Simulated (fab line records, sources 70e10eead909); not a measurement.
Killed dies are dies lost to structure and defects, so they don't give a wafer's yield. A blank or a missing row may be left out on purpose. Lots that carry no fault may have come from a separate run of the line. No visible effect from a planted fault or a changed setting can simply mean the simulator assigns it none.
fab line records -- flow nand-harc
record lots=24, wafers=72, last-day=25
route steps=1159 shown A_STAIRCASE@688 A_SGD_CUT@747 A_SLIT@780
lots untouched by any fault: they come from a run of this same line in which no faults occurred
start-h: start of the lot's first displayed wafer, in hours after the record's first day -- wait-h: time in hours since the lot's previous step -- " repeats the value in the row above -- L1.1+2: several wafers, shown together as one row -- - no value present, or no start provided -- * or withheld: withheld -- < > ~ a bound
route shown NAME@n: a module of which the file shows steps, and the number in the route of the first -- usual: average and standard deviation across the fault-free wafers -- same: alike in all rows -- chamber/n: place in a boat -- sites: readings site by site -- _std_site: the standard deviation of these -- _edge_site: inner sites' mean taken away from outer sites' mean -- radius-mm: how far each site lies from the wafer's centre -- mask NAME#n: copy n -- behind: the tool/chamber that last shaped the wafer -- hold: cause of the lot's hold/its duration in hours/its outcome -- device: names the non-switching transistor (n, p or np) -- end of line: tests of these same wafers at the route's end -- where a step has no rows: the recipe by itself -- killed: the dies lost at the first sort to structure and to defects; this is not the yield of the wafer -- map: shows each die of a wafer: x if killed, . if not, _ if none is there
set.NAME: the setting that was run; set.NAME@STEP: the one run at that earlier step -- model.NAME: the simulator's own value behind a step, which no gauge read
route steps across a sampled set of lots; one table per step, one row per wafer
services: the hour from which a tool's chamber was out of use, counted from the record's first day as start-h (under 0 if before that day), plus the number of hours and why
## steps
# step NHARC_A_STAIRCASE_ETCH_313
# recipe cf4-flow-sccm=100, chf3-flow-sccm=30, ar-flow-sccm=0, rf-w=500, bias-w=200, chemistry=CF4/CHF3
# usual drypump-motor-current-A=5.8/0.48, oes-product-au=0.932/0.019, rf-vpp-V=370.3/2, showerhead-plenum-p-Torr=1.57/0.057, throttle-valve-pct=16.803/0.0083
lot.wafer,tool,chamber,start-h,wait-h,drypump-motor-current-A,oes-product-au,rf-hours-counter-h,rf-vpp-V,showerhead-plenum-p-Torr,throttle-valve-pct
L075.2,rie-diel-06,1,257.47,0.1,5.1,0.935,2,368.6,1.56,16.790
L075.3,rie-diel-06,2,257.47,0.1,5.9,0.922,3,370.0,1.56,16.798
L075.1,rie-diel-06,0,257.47,0.1,5.6,0.937,3,371.1,1.57,16.829
L074.1,rie-diel-01,3,257.92,1.5,6.6,0.925,48,371.4,1.64,16.799
L074.5,rie-diel-01,2,257.92,1.5,5.2,0.923,-,371.9,1.62,16.813
L074.6,rie-diel-01,3,257.92,1.5,6.6,0.921,-,372.7,1.64,16.809
L079.2,rie-diel-01,0,277.78,0.1,5.8,0.917,53,372.7,1.63,16.812
L079.3,rie-diel-01,2,277.78,0.1,5.2,0.931,55,371.7,1.61,16.807
L079.6,rie-diel-01,0,277.78,0.1,5.8,0.914,-,372.2,1.62,16.796
L077.2,rie-diel-02,3,278.96,0.1,6.0,0.966,47,366.3,1.49,16.810
L077.1,rie-diel-02,2,278.96,0.1,5.7,0.950,42,369.7,1.54,16.799
L077.6,rie-diel-02,0,278.96,0.1,6.0,0.975,-,367.6,1.49,16.810
L076.3,rie-diel-01,0,281.38,0.1,5.8,0.907,56,371.5,1.62,16.807
L076.1,rie-diel-01,2,281.38,0.1,5.1,0.930,56,373.4,1.61,16.810
L076.5,rie-diel-01,0,281.38,0.1,5.8,0.913,-,373.2,1.62,16.808
L078.4,rie-diel-02,3,289.16,0.1,6.0,0.927,50,367.0,1.49,16.800
L078.3,rie-diel-02,0,289.16,0.1,5.9,0.924,47,368.2,1.49,16.809
L078.6,rie-diel-02,3,289.16,0.1,6.0,0.944,-,368.7,1.49,16.811
L081.4,rie-diel-06,3,296.78,0.1,6.4,0.937,6,369.7,1.55,16.795
L081.3,rie-diel-06,2,296.78,0.1,5.9,0.946,19,369.8,1.56,16.813
L081.6,rie-diel-06,3,296.78,0.1,6.4,0.942,-,369.2,1.55,16.819
L080.3,rie-diel-02,1,304.82,0.2,6.1,0.922,51,371.6,1.65,16.812
L080.4,rie-diel-02,2,304.82,0.2,5.7,0.934,52,370.0,1.54,16.796
L080.2,rie-diel-02,0,304.82,0.2,6.0,0.935,53,368.0,1.48,16.817
L082.1,rie-diel-02,2,310.82,0.1,5.7,0.916,53,370.8,1.54,16.816
L082.2,rie-diel-02,1,310.82,0.1,6.1,0.905,51,373.6,1.65,16.801
L082.5,rie-diel-02,3,310.82,0.1,6.0,0.932,-,367.5,1.48,16.784
L083.2,rie-diel-02,2,316.83,0.3,5.7,0.915,54,369.7,1.54,16.796
L083.1,rie-diel-02,3,316.83,0.3,6.0,0.923,60,367.9,1.48,16.815
L083.5,rie-diel-02,1,316.83,0.3,6.1,0.896,-,372.5,1.65,16.799
L084.1,rie-diel-06,1,319.14,0.1,5.1,0.965,24,368.5,1.55,16.807
L084.6,rie-diel-06,2,319.14,0.1,5.9,0.967,-,369.1,1.55,16.808
L084.5,rie-diel-06,3,319.14,0.1,6.4,0.951,-,369.9,1.55,16.803
L088.2,rie-diel-02,3,349.17,0.4,6.0,0.936,6,367.8,1.48,16.789
L088.1,rie-diel-02,1,349.17,0.4,6.1,0.916,6,372.6,1.65,16.814
L088.4,rie-diel-02,1,349.17,0.4,6.1,0.915,-,373.6,1.65,16.809
L085.2,rie-diel-06,3,350.37,0.1,6.4,0.922,29,369.3,1.54,16.800
L085.5,rie-diel-06,3,350.37,0.1,6.4,0.922,-,371.1,1.54,16.799
L085.6,rie-diel-06,0,350.37,0.1,5.6,0.910,-,370.2,1.56,16.803
L086.3,rie-diel-02,0,352.75,0.1,5.9,0.947,4,367.7,1.48,16.799
L086.1,rie-diel-02,3,352.75,0.1,6.0,0.964,8,367.4,1.48,16.781
L086.5,rie-diel-02,1,352.75,0.1,6.1,0.919,-,371.6,1.65,16.792
L087.3,rie-diel-01,2,352.91,0.1,5.1,0.951,13,370.7,1.61,16.796
L087.1,rie-diel-01,0,352.91,0.1,5.8,0.931,13,372.6,1.62,16.801
L087.2,rie-diel-01,1,352.91,0.1,5.0,0.943,12,370.2,1.53,16.796
L091.4,rie-diel-02,3,362.70,0.1,6.0,0.926,12,366.7,1.48,16.789
L091.6,rie-diel-02,0,362.70,0.1,6.0,0.923,-,367.7,1.48,16.798
L091.5,rie-diel-02,1,362.70,0.1,6.1,0.913,-,373.6,1.65,16.814
L089.3,rie-diel-02,2,367.64,0.1,5.7,0.919,13,367.6,1.53,16.784
L089.5,rie-diel-02,1,367.64,0.1,6.1,0.919,-,372.9,1.65,16.812
L089.6,rie-diel-02,2,367.64,0.1,5.7,0.915,-,368.9,1.53,16.796
L090.1,rie-diel-01,3,369.76,0.1,6.6,0.975,20,374.2,1.63,16.805
L090.3,rie-diel-01,0,369.76,0.1,5.8,0.961,21,370.3,1.62,16.798
L090.5,rie-diel-01,2,369.76,0.1,5.2,0.990,-,371.7,1.61,16.790
L092.4,rie-diel-06,1,369.92,0.1,5.1,0.913,46,370.0,1.55,16.812
L092.3,rie-diel-06,3,369.92,0.1,6.4,0.925,39,369.2,1.54,16.808
L092.1,rie-diel-06,0,369.92,0.1,5.6,0.908,50,369.1,1.56,16.806
L094.1,rie-diel-01,3,373.54,0.2,6.6,0.918,22,373.4,1.63,16.813
L094.3,rie-diel-01,1,373.54,0.2,5.0,0.937,21,369.8,1.53,16.804
L094.6,rie-diel-01,3,373.54,0.2,6.6,0.915,-,372.6,1.63,16.801
L093.1,rie-diel-01,2,375.24,0.1,5.2,0.940,21,372.0,1.61,16.802
L093.3,rie-diel-01,3,375.24,0.1,6.6,0.926,22,372.8,1.63,16.802
L093.4,rie-diel-01,0,375.24,0.1,5.8,0.926,23,373.1,1.62,16.825
L096.1,rie-diel-02,3,388.65,0.1,6.0,0.942,18,367.0,1.48,16.795
L096.3,rie-diel-02,0,388.65,0.1,6.0,0.959,15,366.3,1.48,16.802
L096.2,rie-diel-02,1,388.65,0.1,6.1,0.954,15,373.0,1.65,16.805
L095.3,rie-diel-01,1,390.18,0.1,5.0,0.946,26,369.4,1.53,16.812
L095.5,rie-diel-01,2,390.18,0.1,5.2,0.937,-,370.9,1.60,16.799
L095.6,rie-diel-01,3,390.18,0.1,6.6,0.927,-,373.3,1.63,16.802
L097.1,rie-diel-01,2,398.10,0.3,5.2,0.928,28,372.9,1.60,16.805
L097.3,rie-diel-01,1,398.10,0.3,5.0,0.944,28,369.3,1.53,16.807
L097.4,rie-diel-01,3,398.10,0.3,6.6,0.922,-,371.8,1.63,16.795
# step NHARC_A_STAIRCASE_DEP_151
# recipe target-thk-a=38000, temp-c=400, target-thk-nm=3800, teos-flow-sccm=200, rf-w=500, material=SiO2
# usual heater-power-outer-w=376/50, heater-power-w=631/72
lot.wafer,tool,chamber,start-h,wait-h,heater-power-outer-w,heater-power-w
L074.1,pecvd-01,2,274.59,0.5,455,729
L074.6,pecvd-01,1,274.59,0.5,372,577
L074.5,pecvd-01,0,274.59,0.5,351,568
L075.1,pecvd-04,1,274.65,0.5,332,574
L075.3,pecvd-04,2,274.65,0.5,477,769
L075.2,pecvd-04,0,274.65,0.5,457,723
L077.1,pecvd-01,1,295.06,0.4,472,715
L077.2,pecvd-01,0,295.06,0.4,426,677
L077.6,pecvd-01,2,295.06,0.4,363,595
L076.3,pecvd-02,0,295.07,0.4,476,865
L076.1,pecvd-02,2,295.07,0.4,343,596
L076.5,pecvd-02,2,295.07,0.4,314,570
L079.2,pecvd-04,1,295.17,0.5,384,647
L079.3,pecvd-04,2,295.17,0.5,450,769
L079.6,pecvd-04,0,295.17,0.5,347,585
L078.3,pecvd-04,0,305.56,0.5,355,613
L078.6,pecvd-04,0,305.56,0.5,337,584
L078.4,pecvd-04,1,305.56,0.5,295,530
L081.3,pecvd-02,2,313.63,0.6,412,699
L081.6,pecvd-02,1,313.63,0.6,324,543
L081.4,pecvd-02,2,313.63,0.6,309,585
L080.3,pecvd-01,1,321.87,0.4,465,694
L080.2,pecvd-01,0,321.87,0.4,407,655
L080.4,pecvd-01,2,321.87,0.4,359,597
L082.1,pecvd-02,2,331.75,0.4,406,701
L082.2,pecvd-02,1,331.75,0.4,394,639
L082.5,pecvd-02,1,331.75,0.4,330,536
L083.2,pecvd-04,1,338.56,0.7,371,609
L083.1,pecvd-04,2,338.56,0.7,392,642
L083.5,pecvd-04,2,338.56,0.7,378,650
L084.1,pecvd-01,1,338.66,0.9,468,697
L084.5,pecvd-01,0,338.66,0.9,352,566
L084.6,pecvd-01,1,338.66,0.9,371,570
L087.1,pecvd-02,0,368.12,0.4,376,693
L087.2,pecvd-02,1,368.12,0.4,437,712
L087.3,pecvd-02,2,368.12,0.4,390,661
L088.1,pecvd-04,0,368.12,0.4,418,690
L088.2,pecvd-04,1,368.12,0.4,336,591
L088.4,pecvd-04,0,368.12,0.4,345,593
L085.2,pecvd-01,2,368.33,0.6,451,738
L085.6,pecvd-01,1,368.33,0.6,373,567
L085.5,pecvd-01,0,368.33,0.6,340,565
L086.3,pecvd-01,1,371.37,0.4,423,652
L086.1,pecvd-01,2,371.37,0.4,401,656
L086.5,pecvd-01,2,371.37,0.4,365,594
L091.5,pecvd-01,0,379.21,0.7,349,567
L091.4,pecvd-01,1,379.21,0.7,361,560
L091.6,pecvd-01,2,379.21,0.7,354,585
L090.1,pecvd-02,1,385.16,0.5,435,676
L090.3,pecvd-02,2,385.16,0.5,352,603
L090.5,pecvd-02,1,385.16,0.5,336,571
L089.3,pecvd-01,1,385.16,0.5,378,578
L089.5,pecvd-01,1,385.16,0.5,370,562
L089.6,pecvd-01,2,385.16,0.5,359,607
L092.3,pecvd-02,2,385.73,1.0,399,686
L092.1,pecvd-02,0,385.73,1.0,386,737
L092.4,pecvd-02,0,385.73,1.0,336,656
L094.1,pecvd-02,2,389.75,0.4,343,618
L094.3,pecvd-02,1,389.75,0.4,367,630
L094.6,pecvd-02,0,389.75,0.4,338,642
L093.1,pecvd-01,2,389.83,0.5,412,664
L093.3,pecvd-01,0,389.83,0.5,442,693
L093.4,pecvd-01,0,389.83,0.5,349,570
L096.3,pecvd-01,0,405.55,0.4,435,686
L096.1,pecvd-01,1,405.55,0.4,463,722
L096.2,pecvd-01,2,405.55,0.4,402,647
L095.3,pecvd-02,0,405.55,0.4,435,789
L095.6,pecvd-02,0,405.55,0.4,332,650
L095.5,pecvd-02,2,405.55,0.4,303,552
L097.3,pecvd-04,1,414.90,0.4,295,520
L097.1,pecvd-04,0,414.90,0.4,378,649
L097.4,pecvd-04,2,414.90,0.4,384,651
# step NHARC_A_STAIRCASE_CMP_472
# recipe material=SiO2
# usual motor-current-A=11.7/1.4
lot.wafer,tool,chamber,start-h,wait-h,motor-current-A
L074.1,cmp-02,2,303.68,0.3,10.5
L074.6,cmp-02,3,303.68,0.3,10.8
L074.5,cmp-02,0,303.68,0.3,11.9
L075.3,cmp-02,1,303.94,0.2,10.3
L075.2,cmp-02,3,303.94,0.2,11.4
L075.1,cmp-02,0,303.94,0.2,12.7
L076.1,cmp-04,2,321.44,0.2,11.6
L076.3,cmp-04,0,321.44,0.2,10.3
L076.5,cmp-04,2,321.44,0.2,11.8
L079.3,cmp-02,2,321.76,0.3,11.1
L079.2,cmp-02,3,321.76,0.3,11.1
L079.6,cmp-02,1,321.76,0.3,9.7
L077.2,cmp-04,1,323.14,0.2,12.4
L077.1,cmp-04,0,323.14,0.2,10.0
L077.6,cmp-04,2,323.14,0.2,12.4
L078.3,cmp-03,3,342.50,0.2,12.8
L078.4,cmp-03,2,342.50,0.2,11.4
L078.6,cmp-03,0,342.50,0.2,15.1
L081.4,cmp-02,0,350.52,0.1,12.3
L081.3,cmp-02,3,350.52,0.1,10.5
L081.6,cmp-02,1,350.52,0.1,10.4
L080.2,cmp-02,1,359.97,0.2,10.5
L080.3,cmp-02,3,359.97,0.2,10.7
L080.4,cmp-02,0,359.97,0.2,12.0
L082.1,cmp-04,1,364.77,0.3,12.2
L082.2,cmp-04,2,364.77,0.3,11.8
L082.5,cmp-04,0,364.77,0.3,10.5
L084.1,cmp-02,0,364.99,0.3,12.3
L084.5,cmp-02,3,364.99,0.3,11.0
L084.6,cmp-02,0,364.99,0.3,12.2
L083.1,cmp-02,3,365.25,0.2,11.2
L083.2,cmp-02,0,365.25,0.2,12.7
L083.5,cmp-02,0,365.25,0.2,11.7
L088.4,cmp-03,3,400.47,0.1,13.4
L088.2,cmp-03,0,400.47,0.1,14.7
L088.1,cmp-03,1,400.47,0.1,13.3
L085.2,cmp-03,0,400.76,0.3,15.0
L085.5,cmp-03,2,400.76,0.3,11.9
L085.6,cmp-03,3,400.76,0.3,12.7
L086.3,cmp-03,0,401.24,0.3,14.8
L086.1,cmp-03,1,401.24,0.3,13.1
L086.5,cmp-03,3,401.24,0.3,12.9
L087.3,cmp-03,3,401.85,0.2,12.5
L087.2,cmp-03,0,401.85,0.2,15.3
L087.1,cmp-03,1,401.85,0.2,13.1
L089.3,cmp-02,0,410.23,0.2,11.8
L089.6,cmp-02,0,410.23,0.2,12.3
L089.5,cmp-02,1,410.23,0.2,10.4
L091.4,cmp-04,3,410.75,0.2,10.7
L091.6,cmp-04,0,410.75,0.2,9.9
L091.5,cmp-04,1,410.75,0.2,12.4
L090.3,cmp-03,3,410.90,0.2,12.8
L090.1,cmp-03,1,410.90,0.2,13.8
L090.5,cmp-03,0,410.90,0.2,15.2
L092.1,cmp-03,1,412.02,0.2,13.7
L092.3,cmp-03,3,412.02,0.2,12.7
L092.4,cmp-03,0,412.02,0.2,14.5
L093.4,cmp-02,1,429.18,0.1,10.7
L093.3,cmp-02,2,429.18,0.1,10.2
L093.1,cmp-02,3,429.18,0.1,10.2
L094.1,cmp-04,0,429.41,0.2,10.1
L094.3,cmp-04,2,429.41,0.2,12.5
L094.6,cmp-04,0,429.41,0.2,10.5
L095.3,cmp-02,0,437.67,0.2,12.6
L095.6,cmp-02,3,437.67,0.2,11.1
L095.5,cmp-02,0,437.67,0.2,11.4
L096.2,cmp-04,3,437.86,0.2,10.8
L096.1,cmp-04,1,437.86,0.2,11.8
L096.3,cmp-04,2,437.86,0.2,12.8
L097.4,cmp-02,2,444.08,0.1,10.7
L097.1,cmp-02,3,444.08,0.1,11.1
L097.3,cmp-02,0,444.08,0.1,11.4
# step NHARC_A_SGD_CUT_DEP_00
# recipe target-thk-a=500, temp-c=400, target-thk-nm=50, flow-sccm=200, rf-w=450, material=SiNx
# usual heater-power-outer-w=422/59, heater-power-w=701/70
lot.wafer,tool,chamber,start-h,wait-h,heater-power-outer-w,heater-power-w
L074.1,pecvd-02,2,304.04,0.1,416,702
L074.5,pecvd-02,1,304.04,0.1,375,613
L074.6,pecvd-02,2,304.04,0.1,426,710
L075.2,pecvd-02,0,304.34,0.1,428,781
L075.3,pecvd-02,1,304.34,0.1,404,653
L075.1,pecvd-02,2,304.34,0.1,402,694
L076.1,pecvd-02,2,321.88,0.1,411,691
L076.3,pecvd-02,0,321.88,0.1,482,856
L076.5,pecvd-02,0,321.88,0.1,478,852
L079.2,pecvd-03,2,322.15,0.1,453,718
L079.3,pecvd-03,0,322.15,0.1,355,650
L079.6,pecvd-03,2,322.15,0.1,463,729
L077.2,pecvd-01,1,323.55,0.1,399,628
L077.1,pecvd-01,2,323.55,0.1,379,627
L077.6,pecvd-01,2,323.55,0.1,388,631
L078.3,pecvd-03,1,342.97,0.1,429,744
L078.6,pecvd-03,2,342.97,0.1,427,690
L078.4,pecvd-03,1,342.97,0.1,428,760
L081.3,pecvd-03,1,350.94,0.1,404,716
L081.4,pecvd-03,1,350.94,0.1,407,701
L081.6,pecvd-03,0,350.94,0.1,352,651
L080.2,pecvd-03,0,360.41,0.1,356,657
L080.3,pecvd-03,1,360.41,0.1,441,747
L080.4,pecvd-03,1,360.41,0.1,432,759
L082.1,pecvd-03,0,365.13,0.1,348,638
L082.2,pecvd-03,1,365.13,0.1,418,702
L082.5,pecvd-03,2,365.13,0.1,473,722
L084.1,pecvd-01,1,365.44,0.1,425,665
L084.5,pecvd-01,0,365.44,0.1,436,677
L084.6,pecvd-01,1,365.44,0.1,424,668
L083.2,pecvd-01,1,365.67,0.1,408,607
L083.1,pecvd-01,2,365.67,0.1,464,727
L083.5,pecvd-01,2,365.67,0.1,470,749
L088.1,pecvd-02,0,400.85,0.1,407,747
L088.2,pecvd-02,2,400.85,0.1,396,687
L088.4,pecvd-02,1,400.85,0.1,422,692
L085.2,pecvd-01,2,401.12,0.1,423,690
L085.6,pecvd-01,2,401.12,0.1,424,687
L085.5,pecvd-01,0,401.12,0.1,438,689
L086.3,pecvd-03,2,401.66,0.1,529,827
L086.1,pecvd-03,0,401.66,0.1,305,577
L086.5,pecvd-03,1,401.66,0.1,475,797
L087.3,pecvd-01,2,402.23,0.1,456,733
L087.2,pecvd-01,0,402.23,0.1,408,660
L087.1,pecvd-01,1,402.23,0.1,469,713
L089.3,pecvd-03,2,410.72,0.1,504,783
L089.5,pecvd-03,0,410.72,0.1,320,600
L089.6,pecvd-03,1,410.72,0.1,382,669
L091.5,pecvd-03,1,411.18,0.1,441,742
L091.6,pecvd-03,2,411.18,0.1,545,812
L091.4,pecvd-03,0,411.18,0.1,343,624
L090.3,pecvd-01,2,411.34,0.1,424,701
L090.1,pecvd-01,0,411.34,0.1,473,727
L090.5,pecvd-01,0,411.34,0.1,368,585
L092.1,pecvd-03,1,412.48,0.1,377,664
L092.4,pecvd-03,0,412.48,0.1,340,625
L092.3,pecvd-03,1,412.48,0.1,384,676
L093.3,pecvd-03,2,429.76,0.2,497,777
L093.1,pecvd-03,0,429.76,0.2,284,570
L093.4,pecvd-03,2,429.76,0.2,499,787
L094.3,pecvd-03,1,429.93,0.2,454,772
L094.1,pecvd-03,0,429.93,0.2,291,530
L094.6,pecvd-03,2,429.93,0.2,530,806
L095.3,pecvd-03,1,438.06,0.1,452,771
L095.5,pecvd-03,2,438.06,0.1,531,810
L095.6,pecvd-03,0,438.06,0.1,327,598
L096.3,pecvd-03,2,438.27,0.1,495,761
L096.1,pecvd-03,0,438.27,0.1,329,617
L096.2,pecvd-03,1,438.27,0.1,371,677
L097.3,pecvd-01,0,444.49,0.1,463,713
L097.1,pecvd-01,2,444.49,0.1,442,735
L097.4,pecvd-01,2,444.49,0.1,461,729
# step NHARC_A_SGD_CUT_ETCH_16
# recipe target-depth-a=3105, time-s=155.2, c4f8-flow-sccm=withheld, o2-flow-sccm=8, ar-flow-sccm=withheld, rf-w=600, bias-w=800, chemistry=C4F8/O2/Ar
# usual oes-product-au=0.973/0.015, rf-vpp-V=724/4.1
lot.wafer,tool,chamber,start-h,wait-h,oes-product-au,rf-hours-counter-h,rf-vpp-V
L074.1,rie-diel-11,3,-,-,0.977,10,716
L074.6,rie-diel-11,1,-,-,0.967,-,727
L074.5,rie-diel-11,3,-,-,0.977,-,716
L075.3,rie-diel-05,0,-,-,0.963,9,726
L075.1,rie-diel-05,2,-,-,0.981,10,728
L075.2,rie-diel-05,3,-,-,0.982,10,719
L076.3,rie-diel-07,0,-,-,0.983,7,728
L076.1,rie-diel-07,1,-,-,0.979,9,719
L076.5,rie-diel-07,0,-,-,0.977,-,727
L079.2,rie-diel-05,2,-,-,0.962,11,728
L079.3,rie-diel-05,0,-,-,0.961,10,726
L079.6,rie-diel-05,0,-,-,0.964,-,726
L077.1,rie-diel-11,1,-,-,0.965,14,726
L077.2,rie-diel-11,3,-,-,0.954,14,718
L077.6,rie-diel-11,1,-,-,0.963,-,728
L078.3,rie-diel-07,3,-,-,0.987,13,726
L078.4,rie-diel-07,0,-,-,0.966,10,729
L078.6,rie-diel-07,0,-,-,0.959,-,727
L081.3,rie-diel-07,1,-,-,0.979,13,717
L081.4,rie-diel-07,2,-,-,0.972,14,721
L081.6,rie-diel-07,0,-,-,0.985,-,727
L080.3,rie-diel-07,3,-,-,0.955,14,725
L080.2,rie-diel-07,0,-,-,0.960,13,727
L080.4,rie-diel-07,1,-,-,0.959,15,717
L082.2,rie-diel-11,0,-,-,0.974,13,725
L082.1,rie-diel-11,1,-,-,0.993,18,726
L082.5,rie-diel-11,0,-,-,0.969,-,726
L084.1,rie-diel-05,2,-,-,1.003,2,729
L084.5,rie-diel-05,1,-,-,0.981,-,726
L084.6,rie-diel-05,2,-,-,1.005,-,729
L083.2,rie-diel-07,1,-,-,0.958,15,718
L083.1,rie-diel-07,0,-,-,0.962,14,727
L083.5,rie-diel-07,1,-,-,0.953,-,717
L088.2,rie-diel-05,1,-,-,0.960,5,727
L088.1,rie-diel-05,2,-,-,0.965,5,728
L088.4,rie-diel-05,0,-,-,0.951,5,726
L085.2,rie-diel-07,2,-,-,0.973,20,721
L085.5,rie-diel-07,3,-,-,0.995,-,725
L085.6,rie-diel-07,0,-,-,0.997,-,728
L086.3,rie-diel-11,1,-,-,0.997,3,726
L086.1,rie-diel-11,0,-,-,0.978,3,726
L086.5,rie-diel-11,1,-,-,0.987,-,726
L087.3,rie-diel-07,0,-,-,0.995,18,728
L087.1,rie-diel-07,1,-,-,0.961,20,716
L087.2,rie-diel-07,2,-,-,0.968,21,722
L089.3,rie-diel-11,1,-,-,0.990,4,725
L089.6,rie-diel-11,0,-,-,1.003,-,725
L089.5,rie-diel-11,1,-,-,0.995,-,725
L091.4,rie-diel-05,0,-,-,0.975,6,725
L091.5,rie-diel-05,2,-,-,0.977,-,728
L091.6,rie-diel-05,3,-,-,0.966,-,718
L090.1,rie-diel-11,3,-,-,0.945,4,716
L090.3,rie-diel-11,2,-,-,0.946,4,721
L090.5,rie-diel-11,0,-,-,0.969,-,725
L092.1,rie-diel-05,3,-,-,0.967,6,719
L092.4,rie-diel-05,0,-,-,0.972,6,725
L092.3,rie-diel-05,2,-,-,0.989,6,729
L093.4,rie-diel-07,0,-,-,0.983,2,727
L093.3,rie-diel-07,1,-,-,0.979,2,717
L093.1,rie-diel-07,2,-,-,0.965,2,721
L094.1,rie-diel-05,1,-,-,0.975,8,726
L094.3,rie-diel-05,3,-,-,0.987,7,718
L094.6,rie-diel-05,1,-,-,0.974,-,723
L095.3,rie-diel-11,3,-,-,0.971,5,717
L095.5,rie-diel-11,0,-,-,0.985,-,728
L095.6,rie-diel-11,1,-,-,0.995,-,726
L096.3,rie-diel-05,2,-,-,0.976,8,728
L096.1,rie-diel-05,3,-,-,0.971,8,717
L096.2,rie-diel-05,1,-,-,0.971,9,726
L097.4,rie-diel-07,1,-,-,0.962,3,716
L097.1,rie-diel-07,2,-,-,0.941,3,720
L097.3,rie-diel-07,3,-,-,0.983,3,725
# step NHARC_A_SLIT_DEP_00
# recipe target-thk-a=32000, temp-c=400, material=aC
# usual throttle-valve-pct=35.000/0.0096
lot.wafer,tool,chamber,start-h,wait-h,throttle-valve-pct
L074.1,acl-dep-01,0,316.19,-,35.008
L074.5,acl-dep-01,0,317.50,-,35.017
L074.6,acl-dep-01,0,317.50,-,35.002
L075.1,acl-dep-03,0,318.03,-,34.998
L075.2,acl-dep-03,0,318.03,-,34.984
L075.3,acl-dep-03,0,318.03,-,35.002
L077.1,acl-dep-02,0,329.66,-,34.994
L077.2,acl-dep-02,0,329.66,-,34.995
L077.6,acl-dep-02,0,331.32,-,35.005
L076.1,acl-dep-01,0,329.70,-,34.995
L076.3,acl-dep-01,0,329.70,-,34.986
L076.5,acl-dep-01,0,329.70,-,34.985
L079.2,acl-dep-03,0,330.36,-,34.992
L079.3,acl-dep-03,0,330.36,-,35.006
L079.6,acl-dep-03,0,330.36,-,35.005
L078.3,acl-dep-01,0,352.17,-,35.004
L078.4,acl-dep-01,0,352.17,-,34.995
L078.6,acl-dep-01,0,352.17,-,35.008
L081.3,acl-dep-01,0,363.16,-,35.007
L081.4,acl-dep-01,0,363.16,-,35.006
L081.6,acl-dep-01,0,363.16,-,34.996
L080.2,acl-dep-01,0,372.57,-,34.996
L080.3,acl-dep-01,0,372.57,-,35.005
L080.4,acl-dep-01,0,372.57,-,35.006
L083.1,acl-dep-01,0,374.84,-,35.007
L083.2,acl-dep-01,0,374.84,-,35.004
L083.5,acl-dep-01,0,374.84,-,34.991
L082.1,acl-dep-03,0,375.92,-,34.994
L082.2,acl-dep-03,0,375.92,-,35.010
L082.5,acl-dep-03,0,375.92,-,35.009
L084.1,acl-dep-02,0,376.31,-,34.992
L084.5,acl-dep-02,0,377.61,-,34.997
L084.6,acl-dep-02,0,377.61,-,35.021
L088.1,acl-dep-01,0,408.79,-,34.997
L088.2,acl-dep-01,0,408.79,-,34.983
L088.4,acl-dep-01,0,408.79,-,34.992
L086.1,acl-dep-02,0,408.85,-,35.003
L086.3,acl-dep-02,0,408.85,-,34.991
L086.5,acl-dep-02,0,408.85,-,35.002
L087.1,acl-dep-01,0,410.72,-,35.006
L087.2,acl-dep-01,0,410.72,-,35.006
L087.3,acl-dep-01,0,410.72,-,35.005
L085.2,acl-dep-02,0,411.14,-,35.002
L085.5,acl-dep-02,0,411.14,-,34.987
L085.6,acl-dep-02,0,411.14,-,35.002
L090.1,acl-dep-03,0,421.31,-,34.994
L090.3,acl-dep-03,0,421.31,-,34.970
L090.5,acl-dep-03,0,421.31,-,35.014
L089.3,acl-dep-02,0,422.31,-,34.997
L089.5,acl-dep-02,0,422.31,-,34.996
L089.6,acl-dep-02,0,422.31,-,35.010
L092.1,acl-dep-03,0,423.25,-,35.013
L092.3,acl-dep-03,0,423.25,-,34.988
L092.4,acl-dep-03,0,423.25,-,34.993
L091.4,acl-dep-01,0,423.29,-,34.988
L091.5,acl-dep-01,0,423.29,-,34.999
L091.6,acl-dep-01,0,423.29,-,35.011
L094.1,acl-dep-01,0,437.12,-,35.006
L094.3,acl-dep-01,0,437.12,-,35.007
L094.6,acl-dep-01,0,437.12,-,35.005
L093.1,acl-dep-02,0,437.15,-,35.017
L093.3,acl-dep-02,0,437.15,-,34.999
L093.4,acl-dep-02,0,437.15,-,34.993
L096.1,acl-dep-01,0,446.81,-,35.001
L096.2,acl-dep-01,0,446.81,-,35.007
L096.3,acl-dep-01,0,446.81,-,35.002
L095.3,acl-dep-03,0,447.45,-,35.006
L095.5,acl-dep-03,0,447.45,-,35.011
L095.6,acl-dep-03,0,447.45,-,35.002
L097.1,acl-dep-03,0,452.20,-,34.985
L097.3,acl-dep-03,0,452.20,-,35.002
L097.4,acl-dep-03,0,452.20,-,34.998
## services
tool,chamber,start-h,hours,kind
pecvd-01,-,237.04,13.0,pm
pecvd-02,-,238.09,0.9,repair
pecvd-02,-,246.98,1.1,repair
rie-diel-07,0,251.03,11.9,repair
cmp-02,-,279.94,1.8,repair
pecvd-03,-,292.15,13.0,pm
cmp-02,-,292.69,0.5,repair
acl-dep-01,-,294.02,13.0,pm
pecvd-02,-,305.54,2.9,repair
cmp-02,-,324.50,4.0,pm
rie-diel-02,-,327.70,9.0,pm
pecvd-02,-,334.67,13.0,pm
cmp-02,-,340.16,3.6,repair
rie-diel-02,0,369.04,2.8,repair
pecvd-03,-,374.67,0.6,repair
cmp-02,-,375.47,4.4,repair
rie-diel-02,1,376.46,9.8,repair
rie-diel-02,2,382.81,3.4,repair
cmp-02,-,403.89,0.6,repair
pecvd-03,2,412.33,5.0,repair
pecvd-01,-,418.04,13.0,pm
cmp-02,-,422.50,4.0,pm
pecvd-03,-,444.02,0.9,repair
cmp-02,-,452.79,9.0,repair
## key
fault none
